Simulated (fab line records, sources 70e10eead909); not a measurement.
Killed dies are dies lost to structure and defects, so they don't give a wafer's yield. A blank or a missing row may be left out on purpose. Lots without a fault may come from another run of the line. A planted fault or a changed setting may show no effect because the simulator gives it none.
fab line records | flow nand_harc
record lots=5 wafers=15 last_day=33
route steps=1302 shown P_M0@256 END@1302
lots that met no fault: from a run of the same line without faults
start_h: hours from the record's first day to the start of the lot's first wafer shown | wait_h: hours since the lot's step before | " the same as in the row above | L1.1+2: a row that stands for several wafers | - no value, or no start given | * or withheld: withheld | < > ~ a bound
route shown NAME@n: a module of which the file shows steps, and the number in the route of the first | usual: mean/standard deviation of fault-free wafers | same: alike in all rows | chamber/n: place in a boat | sites: the reading at each site | _std_site: their standard deviation | _edge_site: outer sites' mean less inner sites' | radius_mm: how far each site lies from the wafer's centre | mask NAME#n: copy n | behind: the tool/chamber that last shaped the wafer | hold: why the lot was held/for how many hours/how that ended | device: the transistor (n, p or np) that didn't switch | end of line: the same wafers' tests at the end of the route | a step without rows: its recipe alone | killed: dies lost to structure and defects at the first sort, not the wafer's yield | map: a wafer's dies, x killed, . not, _ none there
set.NAME: the setting as run; set.NAME@STEP: as run at that earlier step | model.NAME: the simulator's own value behind a step, which no gauge read
lots at some steps of the route; a table a step, a row a wafer
services: from which hour (start_h, from the record's first day; less than 0 if before it) a tool's chamber was out of use, for how many hours, and why
## steps
# step NHARC_P_M0_COAT_33
# recipe temp_c=200 time_s=65
# step NHARC_P_M0_COAT_03
# recipe spin_rpm=1500 resist_thk_nm=90
# step NHARC_P_M0_SOFTBAKE_04
# recipe temp_c=105 time_s=55
# step NHARC_P_M0_EBR_05
# step NHARC_P_M0_EXPOSE_06
# recipe na=1.35 target_cd_nm=90 dose_mj=81.28 mask_id=P_M0
# step NHARC_P_M0_PEB_07
# recipe peb_temp_c=100 peb_time_s=65
# step NHARC_P_M0_DEVELOP_08
# recipe develop_time_s=35 dev_temp_c=23
# step NHARC_P_M0_CD_MEAS_09
# recipe target_cd_nm=90 landing_energy_ev=500
# usual cd_nm=89.7/0.63
# columns lot.wafer tool chamber start_h wait_h cd_nm
L666.1 cd_sem-01 0 158.31 - 90.2
L666.4 " 0 " " 89.3
L666.6 " 0 " " 89.6
L674.1 cd_sem-01 0 237.03 - 89.1
L674.4 " 0 " " 89.4
L674.5 " 0 " " 90.3
L680.1 cd_sem-03 0 305.38 - 89.9
L680.2 " 0 " " 89.4
L680.3 " 0 " " 90.4
L682.3 cd_sem-02 0 321.16 - 89.5
L682.5 " 0 " " 89.6
L682.6 " 0 " " 90.2
L685.1 cd_sem-02 0 346.21 - 90.7
L685.3 " 0 " " 90.4
L685.6 " 0 " " 89.9
# step NHARC_P_M0_OVL_MEAS_10
# recipe pitch_nm=180
# usual overlay_x_nm=0.3/0.81 overlay_y_nm=0.2/0.91
# columns lot.wafer tool chamber start_h wait_h overlay_x_nm overlay_y_nm
L666.1 overlay-01 - 158.40 - -2.0 0.1
L666.4 " - " " -2.2 0.6
L666.6 " - " " -1.6 0.1
L674.1 overlay-02 - 237.12 - -0.4 1.4
L674.4 " - " " 0.1 0.3
L674.5 " - " " -0.3 0.6
L680.1 overlay-02 - 305.47 - 0.7 0.1
L680.2 " - " " 0.5 0.0
L680.3 " - " " 1.0 0.3
L682.3 overlay-01 - 321.25 - 0.6 -0.2
L682.5 " - " " 1.1 -0.7
L682.6 " - " " 0.7 -0.4
L685.1 overlay-01 - 346.30 - 0.1 2.1
L685.3 " - " " 0.4 1.8
L685.6 " - " " 0.5 2.3
# step NHARC_P_M0_INSPECT_11
# usual raw_defect_count=4.8/2.7
# columns lot.wafer tool chamber start_h wait_h raw_defect_count
L666.1 defect_inspect-02 - 158.44 0.0 2
L666.4 " - " " 8
L666.6 " - " " 3
L674.1 defect_inspect-02 - 237.16 0.0 4
L674.4 " - " " 2
L674.5 " - " " 2
L680.1 defect_inspect-02 - 305.50 0.0 6
L680.2 " - " " 4
L680.3 " - " " 6
L682.3 defect_inspect-01 - 321.28 0.0 5
L682.5 " - " " 11
L682.6 " - " " 6
L685.1 defect_inspect-02 - 346.33 0.0 4
L685.3 " - " " 6
L685.6 " - " " 4
# step NHARC_P_M0_DESCUM_14
# recipe time_s=3 o2_flow_sccm=200 ar_flow_sccm=0 bias_power_w=0 chemistry=O2
# usual drypump_motor_current_A=5.73/0.28 oes_product_au=1.000/0.011 rf_vpp_V=57.7/0.88 showerhead_plenum_p_Torr=1.92/0.082 throttle_valve_pct=11.311/0.009
# columns lot.wafer tool chamber start_h wait_h drypump_motor_current_A oes_product_au rf_hours_counter_h rf_vpp_V showerhead_plenum_p_Torr throttle_valve_pct
L666.4 rie_diel-13 3 158.51 0.1 5.93 1.004 56 56.5 1.95 11.325
L666.1 " 0 " " 5.88 0.996 50 58.2 2.00 11.316
L666.6 " 3 " " 5.93 1.003 - 58.5 1.95 11.311
L674.4 rie_diel-12 2 237.23 0.1 5.89 1.011 24 58.3 2.00 11.305
L674.1 " 3 " " 5.83 1.007 24 57.2 1.87 11.335
L674.5 " 1 " " 5.37 0.993 - 57.4 2.01 11.320
L680.3 rie_diel-12 0 305.56 0.1 5.41 1.006 4 57.1 1.79 11.321
L680.2 " 2 " " 5.91 1.001 4 58.8 2.00 11.309
L680.1 " 3 " " 5.84 0.988 4 58.7 1.87 11.327
L682.3 rie_diel-12 3 321.35 0.1 5.85 0.983 8 57.2 1.87 11.320
L682.5 " 3 " " 5.83 0.994 - 58.5 1.87 11.313
L682.6 " 0 " " 5.39 0.998 - 57.7 1.79 11.300
L685.3 rie_diel-12 1 346.40 0.1 5.34 0.984 7 57.6 2.01 11.317
L685.1 " 3 " " 5.84 1.001 13 57.1 1.86 11.315
L685.6 " 0 " " 5.44 1.004 - 56.3 1.79 11.305
# step NHARC_P_M0_ETCH_34
# recipe target_depth_a=400 overetch_a=120 time_s=43.94 ion_energy_ev=200 n2_flow_sccm=150 h2_flow_sccm=150 ar_flow_sccm=0 rf_w=400 bias_w=150 chemistry=N2/H2
# usual drypump_motor_current_A=5.74/0.26 oes_product_au=0.998/0.01 rf_vpp_V=430.8/2.6 run_length_s=65.3/0.5 showerhead_plenum_p_Torr=2.05/0.089 throttle_valve_pct=14.172/0.0089
# columns lot.wafer tool chamber start_h wait_h drypump_motor_current_A oes_product_au rf_hours_counter_h rf_vpp_V run_length_s showerhead_plenum_p_Torr throttle_valve_pct
L666.4 rie_diel-13 2 158.60 0.1 5.79 0.990 52 430.8 64.9 1.99 14.162
L666.1 " 3 " " 5.94 1.012 56 432.0 65.6 2.08 14.165
L666.6 " 2 " " 5.80 0.999 - 428.1 64.8 1.99 14.181
L674.4 rie_diel-12 2 237.31 0.1 5.88 1.001 24 432.3 65.4 2.14 14.178
L674.1 " 0 " " 5.38 1.016 24 426.6 64.2 1.91 14.167
L674.5 " 2 " " 5.89 1.008 - 432.9 65.6 2.14 14.168
L680.1 rie_diel-12 3 305.67 0.1 5.83 0.987 4 428.9 65.3 1.99 14.170
L680.3 " 0 " " 5.39 0.991 4 426.8 64.9 1.91 14.165
L680.2 " 2 " " 5.89 0.991 4 432.4 66.0 2.13 14.173
L682.3 rie_diel-12 0 321.44 0.1 5.36 0.994 7 426.2 64.7 1.91 14.184
L682.5 " 0 " " 5.36 1.001 - 426.9 64.2 1.91 14.185
L682.6 " 2 " " 5.89 1.006 - 434.5 65.6 2.13 14.165
L685.3 rie_diel-12 1 346.48 0.1 5.36 0.992 7 432.5 65.0 2.14 14.185
L685.1 " 3 " " 5.86 0.993 13 430.2 65.2 1.99 14.166
L685.6 " 1 " " 5.33 0.987 - 432.1 65.1 2.14 14.165
# step NHARC_P_M0_ETCH_15
# recipe target_depth_a=1500 overetch_a=150 time_s=82.5 c4f8_flow_sccm=withheld ar_flow_sccm=400 rf_w=600 bias_w=300 chemistry=C4F8/Ar
# usual oes_product_au=0.951/0.024 rf_vpp_V=441.0/2.6 run_length_s=103.8/0.46
# columns lot.wafer tool chamber start_h wait_h oes_product_au rf_hours_counter_h rf_vpp_V run_length_s
L666.4 rie_diel-13 1 158.69 - 0.906 50 442.8 103.2
L666.1 " 3 " " 0.932 56 441.4 104.2
L666.6 " 2 " " 0.919 - 440.0 103.7
L674.1 rie_diel-12 3 237.40 - 0.981 24 438.5 104.0
L674.4 " 0 " " 0.990 24 436.9 90.9
L674.5 " 3 " " 0.978 - 439.4 104.3
L680.2 rie_diel-12 3 305.77 - 0.943 4 439.2 103.8
L680.3 " 0 " " 0.956 4 436.0 102.9
L680.1 " 2 " " 0.964 4 444.0 104.4
L682.3 rie_diel-12 0 321.54 - 0.964 7 437.3 103.2
L682.5 " 0 " " 0.962 - 438.0 102.9
L682.6 " 3 " " 0.957 - 439.7 104.2
L685.1 rie_diel-12 2 346.69 - 0.973 13 443.3 103.9
L685.3 " 1 " " 0.931 7 444.0 103.5
L685.6 " 3 " " 0.943 - 437.6 104.4
# step NHARC_P_M0_CD_MEAS_16
# usual cd_nm=89.5/0.92
# columns lot.wafer tool chamber start_h wait_h cd_nm
L666.1 cd_sem-02 - 158.81 - 89.3
L666.4 " - " " 89.7
L666.6 " - " " 90.5
L674.1 cd_sem-03 - 237.52 - 88.9
L674.4 " - " " 90.0
L674.5 " - " " 90.4
L680.1 cd_sem-01 - 305.91 - 89.2
L680.2 " - " " 89.5
L680.3 " - " " 88.9
L682.3 cd_sem-03 - 321.69 - 88.5
L682.5 " - " " 89.0
L682.6 " - " " 88.5
L685.1 cd_sem-03 - 346.81 - 90.8
L685.3 " - " " 90.6
L685.6 " - " " 88.3
# step NHARC_END_SORT_01
# recipe temp_c=25
# usual defect_limited_yield=90.6/2.6 killed_at_array=58/18 killed_at_other=1.0/1.5 killed_at_periphery=4/3.1 killed_dies=64/18 killed_open=3.4/1.9 killed_short=2.7/1.7
# same gross_dies=677
# columns lot.wafer tool chamber start_h wait_h defect_limited_yield[%] killed_at_array killed_at_other killed_at_periphery killed_dies killed_open killed_short
L666.1 prober-01 0 598.28 2.5 94.1 36 0 4 40 2 6
L666.4 prober-01 0 600.68 3.4 94.1 39 0 1 40 3 4
L666.6 prober-01 0 602.28 4.0 93.6 40 0 3 43 5 5
L674.1 prober-02 0 670.57 2.5 90.1 59 1 7 67 4 3
L674.4 prober-02 0 672.96 3.4 0.1 45 1 630 676 1 1
L674.5 prober-02 0 673.76 3.7 91.4 55 0 3 58 2 0
L682.3 prober-02 0 778.38 3.1 87.7 74 6 3 83 4 4
L682.5 prober-02 0 780.01 3.8 87.0 77 5 6 88 0 4
L682.6 prober-02 0 780.82 4.1 87.9 74 3 5 82 2 2
L685.1 prober-02 0 796.03 2.5 95.3 30 0 2 32 5 2
L685.3 prober-02 0 797.66 3.1 92.9 45 1 2 48 2 3
L685.6 prober-02 0 800.11 4.1 93.4 42 1 2 45 0 4
# killed by level:class
L666.1 A_SLIT:chamber_film_flake=21 A_CHANNEL_HOLE_D2:chamber_film_flake=4 P_GATE:geometric_particle:short=3 A_CHANNEL_HOLE_D1:chamber_film_flake=3 A_CONTACT:chamber_film_flake=2 A_WL_FILL:geometric_particle:short=2 A_DECK1_JOINT:chamber_film_flake=2 P_M1:geometric_particle:short=1
L666.4 A_SLIT:chamber_film_flake=19 A_CHANNEL_HOLE_D2:chamber_film_flake=5 A_CONTACT:chamber_film_flake=3 A_DECK1_JOINT:geometric_particle:short=2 A_CHANNEL_HOLE_D1:chamber_film_flake=2 A_ONON_D1:geometric_particle:short=1 A_ONON_D2:geometric_particle:open=1 A_ONON_D2:geometric_particle:short=1
L666.6 A_SLIT:chamber_film_flake=17 A_CHANNEL_HOLE_D2:chamber_film_flake=7 A_CHANNEL_HOLE_D1:chamber_film_flake=3 A_CONTACT:chamber_film_flake=3 A_ONON_D2:geometric_particle:open=2 A_M0:geometric_particle:short=2 P_STI:chamber_film_flake=2 P_M2:geometric_particle:open=1
L674.1 A_SLIT:chamber_film_flake=28 A_CHANNEL_HOLE_D2:chamber_film_flake=13 A_CHANNEL_HOLE_D1:chamber_film_flake=6 A_CONTACT:chamber_film_flake=4 P_BONDPAD:chamber_film_flake=3 A_BLC:chamber_film_flake=3 P_M0:geometric_particle:open=2 P_CONTACT:geometric_particle:short=1
L674.4 P_M0:area_etch=630 A_SLIT:chamber_film_flake=22 A_CHANNEL_HOLE_D2:chamber_film_flake=10 A_CHANNEL_HOLE_D1:chamber_film_flake=4 A_STAIRCASE:chamber_film_flake=3 A_CONTACT:chamber_film_flake=2 A_SGD_CUT:geometric_particle:short=1 A_CONTACT:geometric_particle:open=1
L674.5 A_SLIT:chamber_film_flake=28 A_CHANNEL_HOLE_D2:chamber_film_flake=7 A_CHANNEL_HOLE_D1:chamber_film_flake=6 A_CONTACT:chamber_film_flake=4 A_STAIRCASE:chamber_film_flake=3 A_BONDPAD:chamber_film_flake=3 P_BONDPAD:chamber_film_flake=2 A_SOURCE_PLATE:geometric_particle:open=1
L682.3 A_SLIT:chamber_film_flake=24 A_CHANNEL_HOLE_D2:chamber_film_flake=21 A_CONTACT:chamber_film_flake=10 A_STAIRCASE:chamber_film_flake=6 THIN_TSV:chamber_film_flake=6 A_DECK1_JOINT:geometric_particle:short=3 A_CHANNEL_HOLE_D1:chamber_film_flake=3 A_ONON_D2:geometric_particle:open=2
L682.5 A_SLIT:chamber_film_flake=28 A_CHANNEL_HOLE_D2:chamber_film_flake=21 A_CONTACT:chamber_film_flake=12 P_GATE:chamber_film_flake=6 A_CHANNEL_HOLE_D1:chamber_film_flake=6 THIN_TSV:chamber_film_flake=5 A_BONDPAD:chamber_film_flake=3 A_BLC:chamber_film_flake=2
L682.6 A_SLIT:chamber_film_flake=33 A_CHANNEL_HOLE_D2:chamber_film_flake=18 A_CONTACT:chamber_film_flake=7 A_CHANNEL_HOLE_D1:chamber_film_flake=4 P_GATE:chamber_film_flake=3 A_STAIRCASE:chamber_film_flake=3 A_BLC:chamber_film_flake=3 THIN_TSV:chamber_film_flake=3
L685.1 A_CHANNEL_HOLE_D1:chamber_film_flake=10 A_CONTACT:chamber_film_flake=9 A_SLIT:chamber_film_flake=3 A_SGD_CUT:geometric_particle:open=2 A_STAIRCASE:chamber_film_flake=2 P_M0:geometric_particle:open=1 A_CHANNEL_HOLE_D1:geometric_particle:open=1 A_CHANNEL_FILL_D2:geometric_particle:short=1
L685.3 A_CHANNEL_HOLE_D1:chamber_film_flake=15 A_CONTACT:chamber_film_flake=11 A_SLIT:chamber_film_flake=10 A_WL_FILL:chamber_film_flake=2 A_DECK1_JOINT:geometric_particle:short=1 A_ONON_D2:geometric_particle:open=1 A_ONON_D2:geometric_particle:short=1 A_CHANNEL_FILL_D2:geometric_particle:short=1
L685.6 A_CHANNEL_HOLE_D1:chamber_film_flake=16 A_CONTACT:chamber_film_flake=10 A_SLIT:chamber_film_flake=9 A_CHANNEL_HOLE_D2:chamber_film_flake=2 A_ONON_D1:geometric_particle:short=1 A_ONON_D2:geometric_particle:short=1 A_CONTACT:geometric_particle:short=1 STARTING-WAFER:geometric_particle:short=1
# map L674.4 (x killed, . not)
____________x____________
_________xxxxxxx_________
_______xxxxxxxxxxx_______
______xxxxxxxxxxxxx______
_____xxxxxxxxxxxxxxx_____
____xxxxxxxxxxxxxxxxx____
____xxxxxxxxxxxxxxxxx____
___xxxxxxxxxxxxxxxxxxx___
___xxxxxxxxxxxxxxxxxxx___
__xxxxxxxxxxxxxxxxxxxxx__
__xxxxxxxxxxxxxxxxxxxxx__
_xxxxxxxxxxxxxxxxxxxxxxx_
_xxxxxxxxxxxxxxxxxxxxxxx_
_xxxxxxxxxxxxxxxxxxxxxxx_
_xxxxxxxxxxxxxxxxxxxxxxx_
_xxxxxxxxxxxxxxxxxxxxxxx_
xxxxxxxxxxxxxxxxxxxxxxxxx
xxxxxxxxxxxxxxxxxxxxxxxxx
xxxxxxxxxxxxxxxxxxxxxxxxx
xxxxxxxxxxxxxxxxxxxxxxxxx
xxxxxxxxxxxxxxxxxxxxxxxxx
_xxxxxxxxxxxx.xxxxxxxxxx_
_xxxxxxxxxxxxxxxxxxxxxxx_
_xxxxxxxxxxxxxxxxxxxxxxx_
_xxxxxxxxxxxxxxxxxxxxxxx_
_xxxxxxxxxxxxxxxxxxxxxxx_
__xxxxxxxxxxxxxxxxxxxxx__
__xxxxxxxxxxxxxxxxxxxxx__
___xxxxxxxxxxxxxxxxxxx___
___xxxxxxxxxxxxxxxxxxx___
____xxxxxxxxxxxxxxxxx____
____xxxxxxxxxxxxxxxxx____
_____xxxxxxxxxxxxxxx_____
______xxxxxxxxxxxxx______
_______xxxxxxxxxxx_______
_________xxxxxxx_________
____________x____________
# map L680.1 (x killed, . not)
____________.____________
_________......._________
_______..........._______
______.............______
_____..............._____
____.................____
____.................____
___..............xx...___
___...........x.......___
__....x.........x....x.__
__................x....__
_x.........x...x........_
_................x...x.._
_........x.............._
_.................x....._
_.......x............x.._
x........................
.......x.................
.........................
..........x..............
.........................
_......x................_
_....x...x.............._
_........x.....x........_
_........x.x............_
_........x.............._
__.......x.xx..........__
__.........xx..........__
___...................___
___...................___
____....x..x.........____
____..............x..____
_____..............._____
______.............______
_______..........x_______
_________......._________
____________.____________
## services
# columns tool chamber start_h hours kind
rie_diel-12 0 149.87 - clean
rie_diel-12 1 149.87 - clean
rie_diel-12 2 149.87 - clean
rie_diel-12 3 149.87 - clean
rie_diel-13 - 165.00 9.0 pm
rie_diel-12 0 174.37 - clean
rie_diel-12 1 174.37 - clean
rie_diel-12 2 174.37 - clean
rie_diel-12 3 174.37 - clean
rie_diel-12 0 198.89 - clean
rie_diel-12 1 198.89 - clean
rie_diel-12 2 198.89 - clean
rie_diel-12 3 198.89 - clean
rie_diel-12 0 223.45 - clean
rie_diel-12 1 223.45 - clean
rie_diel-12 2 223.45 - clean
rie_diel-12 3 223.45 - clean
rie_diel-12 0 248.01 - clean
rie_diel-12 - 268.46 9.0 pm
rie_diel-13 2 274.74 15.4 repair
rie_diel-13 2 296.18 5.9 repair
rie_diel-12 1 305.40 21.4 repair
rie_diel-12 1 332.39 5.6 repair
rie_diel-13 - 342.08 9.0 pm
## key
first_sign step=NHARC_P_M0_ETCH_15 reading=run_length_s direction=down sigmas=28 usual=* struck=*
effect step=NHARC_END_SORT_01 reading=killed_at_periphery direction=up sigmas=99+ usual=4 struck=630
more_kills_born_at NHARC_P_M0_ETCH_15@rie_diel-12=630
met_at NHARC_P_M0_ETCH_15
struck_wafers L674.4
later_rows_left_out L674.4
fault kind=process_parameter_drift tool=rie_diel-12 chamber=0 onset_h=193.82 steps=NHARC_P_M0_ETCH_15 channel=time_s offset=* shape=step end_h=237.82 acts_in=* stated=*
# later_rows_left_out: the simulator's readings of these wafers behind a module that went badly wrong aren't trusted and aren't shown, but for the sort
